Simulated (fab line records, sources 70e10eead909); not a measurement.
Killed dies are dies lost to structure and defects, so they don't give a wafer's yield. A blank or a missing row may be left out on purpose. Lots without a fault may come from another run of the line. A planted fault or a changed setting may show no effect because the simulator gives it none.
A struck lot beside a sound one | flow nand_harc | 15 steps out of a route of 1302
Sound: wafers L159.4, L159.5, L159.6. Struck: wafers L165.1, L165.2. (L165.4 of the same lot was not struck and is left out.) The cause comes at the end.
At each step with rows: each side's tool, then ch and its chambers, then its first start. Under that, the readings that differ: sound wafers | struck wafers | difference of the means | sigmas: that difference in standard deviations of wafers without a fault.
alike: readings whose means differ by less than 2 such deviations, and words and numbers that are the same on both sides. not compared: withheld readings, readings that some wafer has no value for, bounds like >300 that may hide the same value, and numbers for which the record gives no deviation and whose values overlap.
The two part at a step that has a row with sigmas, a row that says differs or no value, or rows on one side only. Numbers that don't overlap but have no deviation are shown without sigmas and don't part them. A reading that every wafer of one side lacks parts them only if that side has two wafers or more.

first, 5 steps without rows for these wafers: NHARC_A_CONTACT_SOFTBAKE_64 (time 55 s); NHARC_A_CONTACT_EBR_65; NHARC_A_CONTACT_EXPOSE_66 (exposes mask A CC 2); NHARC_A_CONTACT_PEB_67 (peb time 65 s); NHARC_A_CONTACT_DEVELOP_68 (develop time 35 s).
NHARC_A_CONTACT_CD_MEAS_69: target cd 300 nm.
  sound on cd_sem-02 ch 0, day 22 19:05; struck on cd_sem-02 ch 0, day 25 00:25
  reading    | sound             | struck      | difference | sigmas
  cd_nm (nm) | 299.4 299.6 298.7 | 300.6 300.3 | +1.2       | +2
NHARC_A_CONTACT_OVL_MEAS_70:
  sound on overlay-02, day 22 19:11; struck on overlay-02, day 25 00:31
  alike: overlay_x_nm, overlay_y_nm
NHARC_A_CONTACT_INSPECT_71:
  sound on defect_inspect-01, day 22 19:13; struck on defect_inspect-01, day 25 00:33
  alike: raw_defect_count
NHARC_A_CONTACT_DESCUM_74: chemistry O2, time 3 s.
  sound on rie_diel-09 ch 0,3, day 22 19:17; struck on rie_diel-09 ch 1,3, day 25 00:37
  alike: drypump_motor_current_A, o2_flow_sccm, oes_product_au, rf_vpp_V, showerhead_plenum_p_Torr, throttle_valve_pct
  not compared: rf_hours_counter_h
NHARC_A_CONTACT_ETCH_75: etches the open film in CF4, target depth 39 nm, time 65 s.
  sound on rie_diel-09 ch 1,2,3, day 22 19:23; struck on rie_diel-09 ch 0,1, day 25 00:55
  alike: drypump_motor_current_A, oes_product_au, rf_fwd_power_W, rf_vpp_V, showerhead_plenum_p_Torr, throttle_valve_pct
  not compared: rf_hours_counter_h
NHARC_A_CONTACT_ETCH_76: etches the open film in N2/H2, target depth 260 nm, time 475.3 s.
  sound on rie_diel-09 ch 0,2,3; struck on rie_diel-09 ch 0,1
  alike: drypump_motor_current_A, n2_flow_sccm, oes_product_au, rf_fwd_power_W, rf_vpp_V, showerhead_plenum_p_Torr, throttle_valve_pct
  not compared: rf_hours_counter_h
NHARC_A_CONTACT_ETCH_77: etches the open film in CF4/CHF3, target depth 108.9 nm, time 54.5 s.
  sound on rie_diel-09 ch 2,3; struck on rie_diel-09 ch 0,1
  alike: drypump_motor_current_A, oes_product_au, rf_fwd_power_W, rf_vpp_V, showerhead_plenum_p_Torr, throttle_valve_pct
  not compared: rf_hours_counter_h
NHARC_A_CONTACT_ETCH_78: etches the open film in O2/COS, target depth 5300 nm, time 1378 s.
  sound on rie_diel-09 ch 2,3, day 22 19:53; struck on rie_diel-09 ch 1,3, day 25 01:43
  reading               | sound             | struck      | difference | sigmas
  oes_product_au (a.u.) | 1.001 1.008 0.995 | 0.760 0.754 | -0.244     | -22
  alike: drypump_motor_current_A, o2_flow_sccm, rf_fwd_power_W, rf_vpp_V, showerhead_plenum_p_Torr, throttle_valve_pct
  not compared: rf_hours_counter_h
NHARC_A_CONTACT_ETCH_124: etches the open film in C4F8/O2/Ar, time 140 s, target depth 700 nm.
  sound on har_cap_etch-01 ch 0,1, day 22 20:55; struck on har_cap_etch-01 ch 0,1, day 25 02:42
  reading                | sound | struck | difference                   | sigmas
  rf_hours_counter_h (h) | - - - | 15 15  | no value on the sound wafers |
-- the record jumps here: 2 days lie between the struck wafers' starts before and after (it left off in module A_CONTACT and takes up again in module END, whose first step shown is number 1302 of the route) --
NHARC_END_SORT_01:
  sound on prober-01 ch 0, day 25 05:19; struck on prober-02 ch 0, day 27 14:16
  reading         | sound    | struck  | difference | sigmas
  killed_at_array | 28 37 59 | 670 675 | +631       | +37
  killed_dies     | 34 38 68 | 677 677 | +630       | +37
  alike: killed_at_other, killed_at_periphery, killed_open, killed_short

WHERE THEY PART
First at NHARC_A_CONTACT_CD_MEAS_69; last, within this record, at NHARC_END_SORT_01.

WHY: what the simulator had put in
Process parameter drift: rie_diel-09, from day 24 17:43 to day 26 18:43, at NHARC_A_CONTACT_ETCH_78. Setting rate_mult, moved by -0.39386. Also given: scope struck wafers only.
